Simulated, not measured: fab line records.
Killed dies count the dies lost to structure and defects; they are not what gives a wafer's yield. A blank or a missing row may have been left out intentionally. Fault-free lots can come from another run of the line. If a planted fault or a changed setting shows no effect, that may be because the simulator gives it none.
Matching of chambers | flow nand-harc | NHARC_P_M0_DEP_32 on pecvd-02: 3 sister chambers
The step deposits SiCN, target thk 30 nm. 3 wafers are shown with their chamber, then 8 later ones without.

WAFERS WITH THEIR CHAMBER
wafer  | chamber | heater-power-w (W)
L091.2 | 0       | 574
L091.5 | 2       | 699
L093.1 | 1       | 640

WAFERS MISSING THEIR CHAMBER
wafer  | heater-power-w (W)
L093.4 | 716
L093.6 | 634
L097.1 | 640
L097.4 | 616
L097.5 | 627
L096.2 | 566
L096.5 | 581
L096.6 | 705

WHICH CHAMBER EACH ONE RAN IN
wafer  | from the rows above     | in truth
L093.4 | 2                       | 2
L093.6 | 1                       | 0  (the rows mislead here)
L097.1 | 1                       | 1
L097.4 | can't be placed: 1 or 0 | 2
L097.5 | 1                       | 1
L096.2 | 0                       | 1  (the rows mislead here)
L096.5 | 0                       | 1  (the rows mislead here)
L096.6 | 2                       | 2
Placed correctly: 4 of 8. Not placeable from these rows: 1 (in 0, the candidates include the true chamber). Number placed wrongly: 3.
How it was worked out, from the rows above alone: a wafer's distance from a chamber is the root of the sum, over the readings, of the square of ((its reading less the chamber's mean) divided by the reading's scatter). The wafer belongs to the nearest chamber; if the next one is less than 2 further off, it can't be placed. A chamber's mean is the mean of its shown wafers. The scatter: with one shown wafer a chamber, the root of the mean of the squares of how far each hidden wafer lies from its nearest shown one.
